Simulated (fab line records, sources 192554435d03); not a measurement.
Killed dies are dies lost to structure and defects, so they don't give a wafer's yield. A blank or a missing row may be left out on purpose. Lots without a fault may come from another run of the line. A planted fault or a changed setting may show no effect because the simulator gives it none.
One fault seen from 3 desks | flow n5_finfet | each desk has only its own numbers; what lay behind them comes last

THE TOOL OWNER'S DESK: litho_track-03
The tool's own readings at N5_HKMG_FIN_COAT_85 (time 60 s, resist thk 300 nm): means of the sampled wafers that have a number, for each lot that ran on this tool. A lot is out of limits, marked OUT, if its mean lies more than 4 standard deviations from the usual mean; the brackets give that distance.
Columns: A = resist_line_temp_C at N5_HKMG_FIN_COAT_85, usual 22.99 C; B = spin_speed_rpm at N5_HKMG_FIN_COAT_85, usual 1500.0 rpm
lot  | first seen here | A     | B
L158 | day 5 03:05     | 23.09 | 1499.0
L165 | day 6 23:58     | 23.00 | 1552.1 (+43) OUT
L166 | day 8 12:16     | 23.10 | 1551.9 (+43) OUT
L168 | day 8 12:53     | 22.90 | 1553.0 (+44) OUT
This desk's finding: out of limits on L165, L166, L168; first on L165, day 6 23:58 (spin_speed_rpm at N5_HKMG_FIN_COAT_85). In limits: L158.

THE DEFECT DESK
What the inspections along the route counted, lot by lot: means of the sampled wafers that have a number. A lot is out of limits, marked OUT, if its mean lies more than 4 standard deviations from the usual mean; the brackets give that distance.
Columns: A = raw_defect_count at N5_HKMG_FIN_INSPECT_14, usual 1.9
lot  | first seen here | A
L155 | day 4 09:21     | 2.0
L158 | day 5 01:47     | 1.3
L165 | day 6 22:33     | 2.0
L166 | day 8 10:17     | 2.3
L168 | day 8 10:48     | 2.3
L173 | day 9 16:07     | 0.7
L174 | day 9 22:27     | 2.7
This desk's finding: nothing out of limits on any of the 7 lots.

THE METROLOGY DESK
What the gauges read, lot by lot, whatever tool the lot ran on: means of the sampled wafers that have a number. A lot is out of limits, marked OUT, if its mean lies more than 4 standard deviations from the usual mean; the brackets give that distance. Of its 11 readings 7 are shown: those that lie furthest out on some lot.
Columns: A = DIBL_N at N5_BEOL_M4_RC_MEAS_101, usual 37.2 mV/V; B = DIBL_P at N5_BEOL_M4_RC_MEAS_101, usual 37.3 mV/V; C = IOFF_P at N5_BEOL_M4_RC_MEAS_101, usual 0.24 nA/um; D = ION_P at N5_BEOL_M4_RC_MEAS_101, usual 466 uA/um; E = SS_P at N5_BEOL_M4_RC_MEAS_101, usual 73.5 mV/dec; F = VT_N at N5_BEOL_M4_RC_MEAS_101, usual 249 mV; G = VT_P at N5_BEOL_M4_RC_MEAS_101, usual -248 mV
lot  | first seen here | A    | B    | C    | D   | E    | F   | G
L155 | day 4 09:20     | 36.1 | 36.8 | 0.23 | 463 | 73.6 | 249 | -250
L158 | day 5 01:46     | 35.0 | 31.7 | 0.15 | 454 | 72.3 | 254 | -253
L165 | day 6 22:31     | 38.2 | 36.3 | 0.21 | 460 | 73.0 | 250 | -249
L166 | day 8 10:15     | 40.6 | 40.8 | 0.30 | 470 | 74.6 | 243 | -247
L168 | day 8 10:47     | 40.4 | 40.2 | 0.28 | 465 | 74.3 | 247 | -245
L173 | day 9 16:05     | 36.8 | 36.5 | 0.20 | 459 | 73.3 | 254 | -253
L174 | day 9 22:25     | 38.1 | 36.8 | 0.22 | 470 | 73.5 | 250 | -248
This desk's finding: nothing out of limits on any of the 7 lots.

PUT TOGETHER
The tool owner's desk could have raised an alarm at day 6 23:58, on L165, L166, L168.
The defect desk saw nothing out of limits.
The metrology desk saw nothing out of limits.
The defect desk has L165, L166, L168 on record, within its limits.
The metrology desk has L165, L166, L168 on record, within its limits.
Of the lots named, all ran N5_HKMG_FIN_COAT_85 on litho_track-03.

WHAT THE SIMULATOR HAD PUT IN
Process parameter drift: litho_track-03, from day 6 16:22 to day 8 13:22, at N5_HKMG_FIN_COAT_85. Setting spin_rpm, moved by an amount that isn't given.
Lots struck among those shown: L165, L166, L168.
Hours from the fault's start to each desk's first reading out of limits: the tool owner's desk, 8.
